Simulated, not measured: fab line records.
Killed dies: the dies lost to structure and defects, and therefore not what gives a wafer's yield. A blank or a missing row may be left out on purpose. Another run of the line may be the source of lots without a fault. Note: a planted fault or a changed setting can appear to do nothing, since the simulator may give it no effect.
A lot that was struck, set against a sound lot	flow n5-finfet	36 steps out of a route of 1938
Sound: these wafers, L359.2, L359.4, L359.6. The struck wafers were L340.1, L340.3, L340.5. The cause is given at the end.
Per side, at each step with rows, come the tool, then ch with its chambers, and then its first start. Under that, the readings that differ: sound wafers	struck wafers	difference of the means	sigmas: that difference in standard deviations of wafers without a fault.
alike: readings whose means differ by less than 2 such deviations, and words and numbers that are the same on both sides. not compared: withheld readings, readings that some wafer has no value for, bounds like >300 that may hide the same value, and numbers for which the record gives no deviation and whose values overlap.
A row with sigmas, a row that says differs or no value, or rows on one side alone: a step with any of these is where the two part. Non-overlapping numbers with no deviation appear without sigmas and do not part them. Lack of a reading on every wafer of one side parts them only where that side has two or more wafers.

first, 9 steps without rows for these wafers: N5_BEOL_M4_ANNEAL_95 (time 240 s); N5_BEOL_M4_SPUTTER_96 (material Cu, target thk 4.5 nm, time 8.29 s); N5_BEOL_M4_ECD_50 (material Cu, target thk 300 nm); N5_BEOL_M4_ANNEAL_51 (time 90 s); N5_BEOL_M4_CMP_52 (polishes, stops on SiOC, t overpolish 6.8 s, target thk 40 nm); N5_BEOL_M4_PRE_CLEAN_60 (time 15 s); N5_BEOL_M4_CO_CAP_55 (material Co, precursor CCTBA/H2, target thk 2 nm, time 102.1 s); N5_BEOL_M4_PRE_CLEAN_56 (time 15 s); N5_BEOL_M4_DEP_57 (deposits SiCN from 3MS/NH3, target thk 8 nm, time 14 s).
N5_BEOL_M4_RC_MEAS_101:
  sound on prober-02 ch 0, day 14 09:16; struck on prober-01 ch 0, day 9 03:01
reading	sound	struck	difference	sigmas
IOFF_P (nA/um)	0.19 0.14 0.12	0.27 0.29 0.29	+0.13	+3
ION_N (uA/um)	665 645 651	672 701 674	+29	+3
ION_P (uA/um)	449 443 448	468 481 470	+26	+3
SS_N (mV/dec)	71.3 70.4 70.3	71.9 72.3 72.0	+1.4	+2
VT_N (mV)	251 254 259	248 243 246	-9	-3
VT_P (mV)	-254 -258 -260	-248 -244 -242	+13	+3
  alike: DIBL_N, DIBL_P, IOFF_N, SS_P
then, 24 steps without rows for these wafers: N5_BEOL_M5_ILD_DEP_00 (deposits SiCOH lowk from DEMS/porogen, target thk 140.64 nm, time 25.9 s); N5_BEOL_M5_CURE_79 (cures SiCOH lowk, time 240 s); N5_BEOL_M5_PECVD_70 (deposits SiO2 from TEOS/O2, target thk 16 nm, time 18 s); N5_BEOL_M5_HM_DEP_02 (deposits TiN, target thk 20 nm); N5_BEOL_M5_COAT_59 (time 60 s, resist thk 60 nm); N5_BEOL_M5_COAT_60 (time 60 s, resist thk 12 nm); N5_BEOL_M5_COAT_71 (time 60 s, resist thk 5 nm); N5_BEOL_M5_COAT_05 (resist thk 30 nm); N5_BEOL_M5_EBR_07; N5_BEOL_M5_SOFTBAKE_06 (time 60 s); N5_BEOL_M5_EXPOSE_08 (exposes mask M5, target cd 28 nm); N5_BEOL_M5_PEB_09 (peb time 60 s); N5_BEOL_M5_DEVELOP_10 (develop time 30 s); N5_BEOL_M5_DESCUM_16 (chemistry O2, time 7 s); N5_BEOL_M5_ETCH_72 (etches underlayer in N2/H2, target depth 6.5 nm, time 5.2 s); N5_BEOL_M5_ETCH_61 (etches SiARC in CF4, target depth 15.6 nm, time 26 s); N5_BEOL_M5_ETCH_62 (etches SOC in N2/H2, target depth 75 nm, overetch 15 nm, time 112.5 s); N5_BEOL_M5_STRIP_63 (strips in N2/H2); N5_BEOL_M5_STRIP_73 (strips in N2/H2); N5_BEOL_M5_STRIP_64 (strips in CF4); N5_BEOL_M5_HM_OPEN_17 (chemistry Cl2/BCl3, target TiN, target depth 20 nm, overetch 6 nm); N5_BEOL_M5_STRIP_19 (strips in O2); N5_BEOL_M5_COAT_65 (time 60 s, resist thk 60 nm); N5_BEOL_M5_COAT_66 (time 60 s, resist thk 12 nm).
-- the record jumps here: 4 days lie between the struck wafers' starts before and after (it left off in module BEOL_M5 and takes up again in module MIM_TOP, whose first step shown is number 1836 of the route) --
N5_MIM_TOP_ALD_02: deposits Al2O3, purge time 3 s, co reactant pulse time 3 s.
  sound on ald-hk-03 ch 1,3, day 18 10:00; struck on ald-hk-01 ch 0,1,2, day 13 06:00
reading	sound	struck	difference	sigmas
precursor-pulse-height-rel	1.019 1.024 1.009	- - -	no value on the struck wafers	
N5_PASSIVATION_PROBE_49:
  the record has rows for the struck wafers here (prober-01, day 13 21:26) and none for the sound ones

== WHERE THEY PART ==
Earliest at N5_BEOL_M4_RC_MEAS_101; latest, in this record, at N5_PASSIVATION_PROBE_49.

WHY: the cause the simulator had injected
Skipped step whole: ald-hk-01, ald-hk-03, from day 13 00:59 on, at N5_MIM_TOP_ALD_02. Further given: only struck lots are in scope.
